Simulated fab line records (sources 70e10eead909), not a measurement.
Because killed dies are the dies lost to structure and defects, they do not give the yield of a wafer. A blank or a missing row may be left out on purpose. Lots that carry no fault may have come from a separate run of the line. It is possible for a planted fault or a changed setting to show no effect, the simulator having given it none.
fab line records	flow nand-harc	part 1 of 2: steps 1 to 27 of 40
[record] lots = 5	wafers = 15	last-day = 33
route steps=1302 shown A_SOURCE_PLATE@416 A_ONON_D1@424 A_CHANNEL_HOLE_D1@450
lots with no fault: from the same line, run without faults
start-h: hours from the record's opening day to when the first of the lot's shown wafers began	wait-h: how many hours have passed since the lot's step before this one	" as in the row above	L1.1+2: one row covering several wafers at once	- no value present, or no start provided	* or withheld: withheld	< > ~ a bound
route shown NAME@n: a module of which the file shows steps, and the number in the route of the first	usual: the fault-free wafers' mean and standard deviation	same: alike in all rows	chamber/n: place in a boat	sites: each site's reading	_std_site: standard deviation of those values	_edge_site: outer sites' mean less inner sites'	radius-mm: how far each site lies from the wafer's centre	mask NAME#n: copy n	behind: the last tool/chamber to shape the wafer	hold: cause of the lot's hold/its duration in hours/its outcome	device: the n, p or np transistor that did not switch	end of line: tests run on the same wafers once the route is complete	step lacking rows: just its recipe	killed: dies that structure and defects cost at the first sort, which is not the same as the wafer's yield	map: per-die view of a wafer (x killed, . not killed, _ where there is no die)
set.NAME: the run value of the setting; set.NAME@STEP: its run value at that earlier step	model.NAME: the simulator's own value behind a step, which no gauge read
certain route steps with their lots: each step a table, each wafer a row
services: from which hour (start-h, from the record's first day; less than 0 if before it) a tool's chamber was out of use, for how many hours, and why
[[steps]]
[step NHARC_A_SOURCE_PLATE_THK_MEAS_09]
[recipe] thk-meas-gauge = ellipsometry
[usual] thk-nm = 9.7/1.1
lot.wafer	tool	chamber	start-h	wait-h	thk-nm
L075.3	film-metro-01	-	155.04	0.4	11.5
L075.4	"	-	"	"	12.0
L075.6	"	-	"	"	9.5
L078.1	film-metro-01	-	189.17	0.4	9.3
L078.2	"	-	"	"	11.3
L078.3	"	-	"	"	8.9
L080.1	film-metro-01	-	212.31	0.4	9.0
L080.3	"	-	"	"	8.3
L080.6	"	-	"	"	11.3
L086.1	film-metro-01	-	264.94	0.4	8.5
L086.3	"	-	"	"	8.8
L086.5	"	-	"	"	8.8
L095.2	film-metro-01	-	355.15	0.4	8.5
L095.3	"	-	"	"	8.2
L095.6	"	-	"	"	7.8
[step NHARC_A_SOURCE_PLATE_PVD_04]
[recipe] target-thk-a = 500	material = WSi2
lot.wafer	tool	chamber	start-h	wait-h
L075.3+4+6	pvd-sputter-03	-	155.12	0.1
L078.3+2+1	pvd-sputter-03	-	189.23	0.1
L080.1+3+6	pvd-sputter-01	-	212.36	0.1
L086.3+1+5	pvd-sputter-02	-	265.00	0.1
L095.3+2+6	pvd-sputter-02	-	355.23	0.1
[step NHARC_A_SOURCE_PLATE_CVD_03]
[recipe] target-thk-a = 2000	temp-c = 620	pressure-mtorr = 200	time-s = 4000	material = poly-Si
[usual] zone-power-upper-pct = 8.6/0.43
lot.wafer	tool	chamber	start-h	wait-h	zone-power-upper-pct
L075.3	lpcvd-poly-02	0	157.66	-	9.1
L075.4	"	0	"	"	9.1
L075.6	"	0	"	"	9.0
L078.1	lpcvd-poly-02	0	191.76	-	9.1
L078.2	"	0	"	"	9.0
L078.3	"	0	"	"	9.0
L080.1	lpcvd-poly-01	0	214.88	-	7.9
L080.3	"	0	"	"	7.9
L080.6	"	0	"	"	7.9
L086.1	lpcvd-poly-02	0	267.53	-	8.9
L086.3	"	0	"	"	9.3
L086.5	"	0	"	"	9.0
L095.2	lpcvd-poly-02	0	357.74	-	8.9
L095.3	"	0	"	"	9.1
L095.6	"	0	"	"	9.0
[step NHARC_A_SOURCE_PLATE_ANNEAL_05]
[recipe] temp-c = 850	time-s = 1800
[usual] zone-power-upper-pct = 15.9/0.71
lot.wafer	tool	chamber	start-h	wait-h	zone-power-upper-pct
L075.3	furnace-08	0	165.67	4.9	16.8
L075.4	"	0	"	"	16.5
L075.6	"	0	"	"	16.9
L078.1	furnace-08	0	197.84	2.9	16.7
L078.2	"	0	"	"	16.6
L078.3	"	0	"	"	16.6
L080.1	furnace-05	0	221.54	3.6	14.6
L080.3	"	0	"	"	15.1
L080.6	"	0	"	"	14.9
L086.1	furnace-02	0	274.06	3.4	15.4
L086.3	"	0	"	"	15.4
L086.5	"	0	"	"	15.4
L095.2	furnace-02	0	364.69	3.9	15.4
L095.3	"	0	"	"	15.4
L095.6	"	0	"	"	15.5
[step NHARC_A_SOURCE_PLATE_THK_MEAS_06]
[recipe] thk-meas-gauge = ellipsometry
[usual] thk-nm = 200.1/2
lot.wafer	tool	chamber	start-h	wait-h	thk-nm
L075.3	film-metro-02	-	169.59	0.4	201.0
L075.4	"	-	"	"	201.4
L075.6	"	-	"	"	200.5
L078.1	film-metro-02	-	201.76	0.4	198.0
L078.2	"	-	"	"	196.8
L078.3	"	-	"	"	196.3
L080.1	film-metro-02	-	225.43	0.4	197.9
L080.3	"	-	"	"	199.6
L080.6	"	-	"	"	199.0
L086.1	film-metro-01	-	278.01	0.4	197.5
L086.3	"	-	"	"	199.8
L086.5	"	-	"	"	202.8
L095.2	film-metro-01	-	368.68	0.4	203.5
L095.3	"	-	"	"	204.5
L095.6	"	-	"	"	204.6
[step NHARC_A_SOURCE_PLATE_INSPECT_08]
[usual] raw-defect-count = 50/17
lot.wafer	tool	chamber	start-h	wait-h	raw-defect-count
L075.3	defect-inspect-01	-	169.65	0.0	30
L075.4	"	-	"	"	27
L075.6	"	-	"	"	76
L078.1	defect-inspect-01	-	201.87	0.0	40
L078.2	"	-	"	"	28
L078.3	"	-	"	"	27
L080.1	defect-inspect-01	-	225.51	0.0	42
L080.3	"	-	"	"	27
L080.6	"	-	"	"	35
L086.1	defect-inspect-02	-	278.12	0.1	58
L086.3	"	-	"	"	34
L086.5	"	-	"	"	33
L095.2	defect-inspect-02	-	368.79	0.0	48
L095.3	"	-	"	"	39
L095.6	"	-	"	"	48
[step NHARC_A_ONON_D1_DEP_00]
[recipe] target-thk-a = 10000	n2-flow-sccm = 2750	n2o-flow-sccm = 2000	nh3-flow-sccm = 500	sih4-flow-sccm = 210	temp-c = 400
[usual] n2o-flow-sccm = 2001/6.5
lot.wafer	tool	chamber	start-h	wait-h	n2o-flow-sccm
L075.3	pecvd-onon-01	0	169.83	0.2	2001
L075.4	"	0	"	"	2000
L075.6	"	0	"	"	2005
L078.1	pecvd-onon-01	0	201.93	0.1	1989
L078.2	"	0	"	"	1982
L078.3	"	0	"	"	2003
L080.1	pecvd-onon-03	0	225.58	0.1	2001
L080.3	"	0	"	"	2010
L080.6	"	0	"	"	2007
L086.1	pecvd-onon-04	0	278.18	0.1	2012
L086.3	"	0	"	"	2005
L086.5	"	0	"	"	2001
L095.2	pecvd-onon-01	0	368.91	0.1	2004
L095.3	"	0	"	"	2005
L095.6	"	0	"	"	1996
[step NHARC_A_ONON_D1_THK_MEAS_02]
[recipe] thk-meas-gauge = ellipsometry
[usual] thk-nm = 1003/10
lot.wafer	tool	chamber	start-h	wait-h	thk-nm
L075.3	film-metro-01	-	170.23	-	1005
L075.4	"	-	"	"	1004
L075.6	"	-	"	"	1005
L078.1	film-metro-01	-	202.44	-	1018
L078.2	"	-	"	"	1018
L078.3	"	-	"	"	1019
L080.1	film-metro-01	-	226.09	-	991
L080.3	"	-	"	"	991
L080.6	"	-	"	"	989
L086.1	film-metro-02	-	278.69	-	1009
L086.3	"	-	"	"	1009
L086.5	"	-	"	"	1007
L095.2	film-metro-01	-	369.37	-	984
L095.3	"	-	"	"	983
L095.6	"	-	"	"	983
[step NHARC_A_ONON_D1_DEP_03]
[recipe] target-thk-a = 10000	n2-flow-sccm = 2750	n2o-flow-sccm = 2000	nh3-flow-sccm = 500	sih4-flow-sccm = 210	temp-c = 400
[usual] n2o-flow-sccm = 2000/5.8
lot.wafer	tool	chamber	start-h	wait-h	n2o-flow-sccm
L075.3	pecvd-onon-03	0	170.40	0.2	2002
L075.4	"	0	"	"	2008
L075.6	"	0	"	"	2003
L078.1	pecvd-onon-04	0	202.50	0.1	1997
L078.2	"	0	"	"	2003
L078.3	"	0	"	"	1992
L080.1	pecvd-onon-01	0	226.15	0.1	1998
L080.3	"	0	"	"	1996
L080.6	"	0	"	"	2000
L086.1	pecvd-onon-04	0	278.75	0.1	2002
L086.3	"	0	"	"	1997
L086.5	"	0	"	"	1997
L095.2	pecvd-onon-01	0	369.48	0.1	1999
L095.3	"	0	"	"	1998
L095.6	"	0	"	"	2003
[step NHARC_A_ONON_D1_THK_MEAS_05]
[recipe] thk-meas-gauge = ellipsometry
[usual] thk-nm = 1002/9.2
lot.wafer	tool	chamber	start-h	wait-h	thk-nm
L075.3	film-metro-01	-	170.80	-	1020
L075.4	"	-	"	"	1020
L075.6	"	-	"	"	1020
L078.1	film-metro-01	-	203.01	-	1000
L078.2	"	-	"	"	998
L078.3	"	-	"	"	999
L080.1	film-metro-01	-	226.66	-	994
L080.3	"	-	"	"	992
L080.6	"	-	"	"	993
L086.1	film-metro-01	-	279.26	-	994
L086.3	"	-	"	"	997
L086.5	"	-	"	"	995
L095.2	film-metro-01	-	369.92	-	1023
L095.3	"	-	"	"	1020
L095.6	"	-	"	"	1022
[step NHARC_A_ONON_D1_DEP_06]
[recipe] target-thk-a = 10000	n2-flow-sccm = 2750	n2o-flow-sccm = 2000	nh3-flow-sccm = 500	sih4-flow-sccm = 210	temp-c = 400
[usual] n2o-flow-sccm = 2000/5.6
lot.wafer	tool	chamber	start-h	wait-h	n2o-flow-sccm
L075.3	pecvd-onon-04	0	170.97	0.2	1992
L075.4	"	0	"	"	1996
L075.6	"	0	"	"	1992
L078.1	pecvd-onon-01	0	203.06	0.1	1991
L078.2	"	0	"	"	2001
L078.3	"	0	"	"	1995
L080.1	pecvd-onon-04	0	226.71	0.1	2002
L080.3	"	0	"	"	2001
L080.6	"	0	"	"	2002
L086.1	pecvd-onon-04	0	279.31	0.1	1993
L086.3	"	0	"	"	1991
L086.5	"	0	"	"	1990
L095.2	pecvd-onon-03	0	370.04	0.1	1994
L095.3	"	0	"	"	1992
L095.6	"	0	"	"	2001
[step NHARC_A_ONON_D1_THK_MEAS_08]
[recipe] thk-meas-gauge = ellipsometry
[usual] thk-nm = 999/11
lot.wafer	tool	chamber	start-h	wait-h	thk-nm
L075.3	film-metro-01	-	171.37	-	1007
L075.4	"	-	"	"	1009
L075.6	"	-	"	"	1007
L078.1	film-metro-01	-	203.57	-	1002
L078.2	"	-	"	"	1004
L078.3	"	-	"	"	1004
L080.1	film-metro-02	-	227.23	-	999
L080.3	"	-	"	"	999
L080.6	"	-	"	"	1000
L086.1	film-metro-01	-	279.83	-	1019
L086.3	"	-	"	"	1019
L086.5	"	-	"	"	1018
L095.2	film-metro-02	-	370.48	-	1005
L095.3	"	-	"	"	1004
L095.6	"	-	"	"	1004
[step NHARC_A_ONON_D1_DEP_09]
[recipe] target-thk-a = 10000	n2-flow-sccm = 2750	n2o-flow-sccm = 2000	nh3-flow-sccm = 500	sih4-flow-sccm = 210	temp-c = 400
[usual] n2o-flow-sccm = 2000/6.3
lot.wafer	tool	chamber	start-h	wait-h	n2o-flow-sccm
L075.3	pecvd-onon-01	0	171.54	0.2	2001
L075.4	"	0	"	"	2000
L075.6	"	0	"	"	1999
L078.1	pecvd-onon-04	0	203.63	0.1	2005
L078.2	"	0	"	"	2001
L078.3	"	0	"	"	2000
L080.1	pecvd-onon-01	0	227.28	0.1	2003
L080.3	"	0	"	"	1998
L080.6	"	0	"	"	2002
L086.1	pecvd-onon-04	0	279.88	0.1	1997
L086.3	"	0	"	"	2001
L086.5	"	0	"	"	2009
L095.2	pecvd-onon-01	0	370.60	0.1	2009
L095.3	"	0	"	"	1998
L095.6	"	0	"	"	2014
[step NHARC_A_ONON_D1_THK_MEAS_11]
[recipe] thk-meas-gauge = ellipsometry
[usual] thk-nm = 1002/10
lot.wafer	tool	chamber	start-h	wait-h	thk-nm
L075.3	film-metro-01	-	171.93	-	996
L075.4	"	-	"	"	995
L075.6	"	-	"	"	994
L078.1	film-metro-02	-	204.13	-	1012
L078.2	"	-	"	"	1013
L078.3	"	-	"	"	1013
L080.1	film-metro-01	-	227.80	-	992
L080.3	"	-	"	"	990
L080.6	"	-	"	"	992
L086.1	film-metro-02	-	280.40	-	1017
L086.3	"	-	"	"	1015
L086.5	"	-	"	"	1014
L095.2	film-metro-01	-	371.05	-	1018
L095.3	"	-	"	"	1014
L095.6	"	-	"	"	1018
[step NHARC_A_ONON_D1_DEP_12]
[recipe] target-thk-a = 10000	n2-flow-sccm = 2750	n2o-flow-sccm = 2000	nh3-flow-sccm = 500	sih4-flow-sccm = 210	temp-c = 400
[usual] n2o-flow-sccm = 2001/5.6
lot.wafer	tool	chamber	start-h	wait-h	n2o-flow-sccm
L075.3	pecvd-onon-03	0	172.11	0.2	2000
L075.4	"	0	"	"	2001
L075.6	"	0	"	"	2001
L078.1	pecvd-onon-01	0	204.19	0.1	2007
L078.2	"	0	"	"	2000
L078.3	"	0	"	"	1995
L080.1	pecvd-onon-04	0	227.85	0.1	1998
L080.3	"	0	"	"	1998
L080.6	"	0	"	"	2002
L086.1	pecvd-onon-04	0	280.45	0.1	2005
L086.3	"	0	"	"	2015
L086.5	"	0	"	"	2000
L095.2	pecvd-onon-04	0	371.16	0.1	2003
L095.3	"	0	"	"	2005
L095.6	"	0	"	"	1999
[step NHARC_A_ONON_D1_THK_MEAS_14]
[recipe] thk-meas-gauge = ellipsometry
[usual] thk-nm = 1000/8.1
lot.wafer	tool	chamber	start-h	wait-h	thk-nm
L075.3	film-metro-02	-	172.51	-	1005
L075.4	"	-	"	"	1005
L075.6	"	-	"	"	1006
L078.1	film-metro-01	-	204.70	-	993
L078.2	"	-	"	"	993
L078.3	"	-	"	"	993
L080.1	film-metro-02	-	228.36	-	1011
L080.3	"	-	"	"	1013
L080.6	"	-	"	"	1012
L086.1	film-metro-01	-	280.96	-	996
L086.3	"	-	"	"	992
L086.5	"	-	"	"	994
L095.2	film-metro-02	-	371.61	-	1013
L095.3	"	-	"	"	1014
L095.6	"	-	"	"	1012
[step NHARC_A_ONON_D1_ANNEAL_15]
[recipe] temp-c = 750	time-s = 3600
[usual] zone-power-upper-pct = 13.1/0.57
lot.wafer	tool	chamber	start-h	wait-h	zone-power-upper-pct
L075.3	furnace-01	0	175.90	3.4	13.4
L075.4	"	0	"	"	13.4
L075.6	"	0	"	"	13.3
L078.1	furnace-04	0	208.38	3.7	11.8
L078.2	"	0	"	"	11.8
L078.3	"	0	"	"	11.8
L080.1	furnace-01	0	232.00	3.6	13.5
L080.3	"	0	"	"	13.3
L080.6	"	0	"	"	13.3
L086.1	furnace-01	0	288.26	7.3	13.4
L086.3	"	0	"	"	13.4
L086.5	"	0	"	"	13.4
L095.2	furnace-04	0	371.69	0.1	11.8
L095.3	"	0	"	"	12.0
L095.6	"	0	"	"	12.0
[step NHARC_A_ONON_D1_DEP_16]
[recipe] target-thk-a = 10000	n2-flow-sccm = 2750	n2o-flow-sccm = 2000	nh3-flow-sccm = 500	sih4-flow-sccm = 210	temp-c = 400
[usual] n2o-flow-sccm = 2000/6
lot.wafer	tool	chamber	start-h	wait-h	n2o-flow-sccm
L075.3	pecvd-onon-04	0	179.86	0.2	1998
L075.4	"	0	"	"	2012
L075.6	"	0	"	"	2004
L078.1	pecvd-onon-03	0	212.31	0.1	1993
L078.2	"	0	"	"	1992
L078.3	"	0	"	"	2001
L080.1	pecvd-onon-01	0	235.90	0.1	2004
L080.3	"	0	"	"	2003
L080.6	"	0	"	"	2003
L086.1	pecvd-onon-01	0	292.17	0.1	1998
L086.3	"	0	"	"	2000
L086.5	"	0	"	"	2000
L095.2	pecvd-onon-01	0	375.64	0.1	2005
L095.3	"	0	"	"	2007
L095.6	"	0	"	"	2007
[step NHARC_A_ONON_D1_THK_MEAS_18]
[recipe] thk-meas-gauge = ellipsometry
[usual] thk-nm = 999/11
lot.wafer	tool	chamber	start-h	wait-h	thk-nm
L075.3	film-metro-01	-	180.25	-	1004
L075.4	"	-	"	"	1007
L075.6	"	-	"	"	1003
L078.1	film-metro-01	-	212.82	-	998
L078.2	"	-	"	"	1000
L078.3	"	-	"	"	998
L080.1	film-metro-02	-	236.41	-	1006
L080.3	"	-	"	"	1007
L080.6	"	-	"	"	1010
L086.1	film-metro-01	-	292.68	-	1012
L086.3	"	-	"	"	1012
L086.5	"	-	"	"	1011
L095.2	film-metro-01	-	376.09	-	996
L095.3	"	-	"	"	997
L095.6	"	-	"	"	994
[step NHARC_A_ONON_D1_DEP_19]
[recipe] target-thk-a = 10000	n2-flow-sccm = 2750	n2o-flow-sccm = 2000	nh3-flow-sccm = 500	sih4-flow-sccm = 210	temp-c = 400
[usual] n2o-flow-sccm = 2000/5.7
lot.wafer	tool	chamber	start-h	wait-h	n2o-flow-sccm
L075.3	pecvd-onon-03	0	180.42	0.2	2007
L075.4	"	0	"	"	1995
L075.6	"	0	"	"	1996
L078.1	pecvd-onon-01	0	212.87	0.1	1997
L078.2	"	0	"	"	1989
L078.3	"	0	"	"	1987
L080.1	pecvd-onon-01	0	236.60	0.2	1992
L080.3	"	0	"	"	1994
L080.6	"	0	"	"	1994
L086.1	pecvd-onon-03	0	292.74	0.1	2001
L086.3	"	0	"	"	1991
L086.5	"	0	"	"	1989
L095.2	pecvd-onon-03	0	376.20	0.1	2003
L095.3	"	0	"	"	2006
L095.6	"	0	"	"	2002
[step NHARC_A_ONON_D1_THK_MEAS_21]
[recipe] thk-meas-gauge = ellipsometry
[usual] thk-nm = 1001/9
lot.wafer	tool	chamber	start-h	wait-h	thk-nm
L075.3	film-metro-01	-	180.81	-	990
L075.4	"	-	"	"	989
L075.6	"	-	"	"	990
L078.1	film-metro-01	-	213.38	-	1013
L078.2	"	-	"	"	1015
L078.3	"	-	"	"	1013
L080.1	film-metro-01	-	237.11	-	995
L080.3	"	-	"	"	994
L080.6	"	-	"	"	995
L086.1	film-metro-01	-	293.25	-	996
L086.3	"	-	"	"	995
L086.5	"	-	"	"	996
L095.2	film-metro-01	-	376.65	-	1010
L095.3	"	-	"	"	1006
L095.6	"	-	"	"	1008
[step NHARC_A_ONON_D1_DEP_22]
[recipe] target-thk-a = 10000	n2-flow-sccm = 2750	n2o-flow-sccm = 2000	nh3-flow-sccm = 500	sih4-flow-sccm = 210	temp-c = 400
[usual] n2o-flow-sccm = 2000/6.5
lot.wafer	tool	chamber	start-h	wait-h	n2o-flow-sccm
L075.3	pecvd-onon-01	0	180.98	0.2	1999
L075.4	"	0	"	"	1995
L075.6	"	0	"	"	2001
L078.1	pecvd-onon-04	0	213.44	0.1	2001
L078.2	"	0	"	"	2008
L078.3	"	0	"	"	2010
L080.1	pecvd-onon-01	0	237.30	0.2	1995
L080.3	"	0	"	"	2001
L080.6	"	0	"	"	1992
L086.1	pecvd-onon-04	0	293.30	0.1	1999
L086.3	"	0	"	"	2006
L086.5	"	0	"	"	2000
L095.2	pecvd-onon-04	0	377.01	0.4	1999
L095.3	"	0	"	"	2012
L095.6	"	0	"	"	2003
[step NHARC_A_ONON_D1_THK_MEAS_24]
[recipe] thk-meas-gauge = ellipsometry
[usual] thk-nm = 998/11
lot.wafer	tool	chamber	start-h	wait-h	thk-nm
L075.3	film-metro-01	-	181.37	-	991
L075.4	"	-	"	"	991
L075.6	"	-	"	"	992
L078.1	film-metro-02	-	213.95	-	1002
L078.2	"	-	"	"	1004
L078.3	"	-	"	"	1004
L080.1	film-metro-01	-	237.82	-	983
L080.3	"	-	"	"	985
L080.6	"	-	"	"	984
L086.1	film-metro-01	-	293.81	-	1009
L086.3	"	-	"	"	1007
L086.5	"	-	"	"	1011
L095.2	film-metro-01	-	377.46	-	1004
L095.3	"	-	"	"	1005
L095.6	"	-	"	"	1003
[step NHARC_A_ONON_D1_DEP_25]
[recipe] target-thk-a = 10000	n2-flow-sccm = 2750	n2o-flow-sccm = 2000	nh3-flow-sccm = 500	sih4-flow-sccm = 210	temp-c = 400
[usual] n2o-flow-sccm = 1999/6.2
lot.wafer	tool	chamber	start-h	wait-h	n2o-flow-sccm
L075.3	pecvd-onon-04	0	181.55	0.2	1990
L075.4	"	0	"	"	1999
L075.6	"	0	"	"	1998
L078.1	pecvd-onon-03	0	214.01	0.1	2006
L078.2	"	0	"	"	2015
L078.3	"	0	"	"	2004
L080.1	pecvd-onon-01	0	237.87	0.1	1996
L080.3	"	0	"	"	1993
L080.6	"	0	"	"	1999
L086.1	pecvd-onon-01	0	293.87	0.1	2011
L086.3	"	0	"	"	2000
L086.5	"	0	"	"	2003
L095.2	pecvd-onon-03	0	377.58	0.1	1998
L095.3	"	0	"	"	1992
L095.6	"	0	"	"	2006
[step NHARC_A_ONON_D1_THK_MEAS_27]
[recipe] thk-meas-gauge = ellipsometry
[usual] thk-nm = 1001/9.6
lot.wafer	tool	chamber	start-h	wait-h	thk-nm
L075.3	film-metro-01	-	181.94	-	1006
L075.4	"	-	"	"	1005
L075.6	"	-	"	"	1006
L078.1	film-metro-02	-	214.52	-	1016
L078.2	"	-	"	"	1017
L078.3	"	-	"	"	1017
L080.1	film-metro-02	-	238.38	-	995
L080.3	"	-	"	"	996
L080.6	"	-	"	"	996
L086.1	film-metro-02	-	294.38	-	1001
L086.3	"	-	"	"	1002
L086.5	"	-	"	"	1003
L095.2	film-metro-01	-	378.03	-	998
L095.3	"	-	"	"	998
L095.6	"	-	"	"	999
[step NHARC_A_ONON_D1_DEP_28]
[recipe] target-thk-a = 10000	n2-flow-sccm = 2750	n2o-flow-sccm = 2000	nh3-flow-sccm = 500	sih4-flow-sccm = 210	temp-c = 400
[usual] n2o-flow-sccm = 2001/6
lot.wafer	tool	chamber	start-h	wait-h	n2o-flow-sccm
L075.3	pecvd-onon-01	0	182.11	0.2	2005
L075.4	"	0	"	"	2000
L075.6	"	0	"	"	2000
L078.1	pecvd-onon-01	0	214.58	0.1	1996
L078.2	"	0	"	"	2009
L078.3	"	0	"	"	2005
L080.1	pecvd-onon-01	0	238.43	0.1	2001
L080.3	"	0	"	"	2000
L080.6	"	0	"	"	1988
L086.1	pecvd-onon-03	0	294.44	0.1	2000
L086.3	"	0	"	"	1996
L086.5	"	0	"	"	2003
L095.2	pecvd-onon-04	0	378.16	0.1	2002
L095.3	"	0	"	"	2008
L095.6	"	0	"	"	2006
[step NHARC_A_ONON_D1_THK_MEAS_30]
[recipe] thk-meas-gauge = ellipsometry
[usual] thk-nm = 998/12
lot.wafer	tool	chamber	start-h	wait-h	thk-nm
L075.3	film-metro-02	-	182.51	-	994
L075.4	"	-	"	"	992
L075.6	"	-	"	"	994
L078.1	film-metro-02	-	215.09	-	985
L078.2	"	-	"	"	984
L078.3	"	-	"	"	985
L080.1	film-metro-01	-	238.95	-	1026
L080.3	"	-	"	"	1025
L080.6	"	-	"	"	1025
L086.1	film-metro-01	-	294.95	-	987
L086.3	"	-	"	"	989
L086.5	"	-	"	"	988
L095.2	film-metro-01	-	378.61	-	1006
L095.3	"	-	"	"	1008
L095.6	"	-	"	"	1004
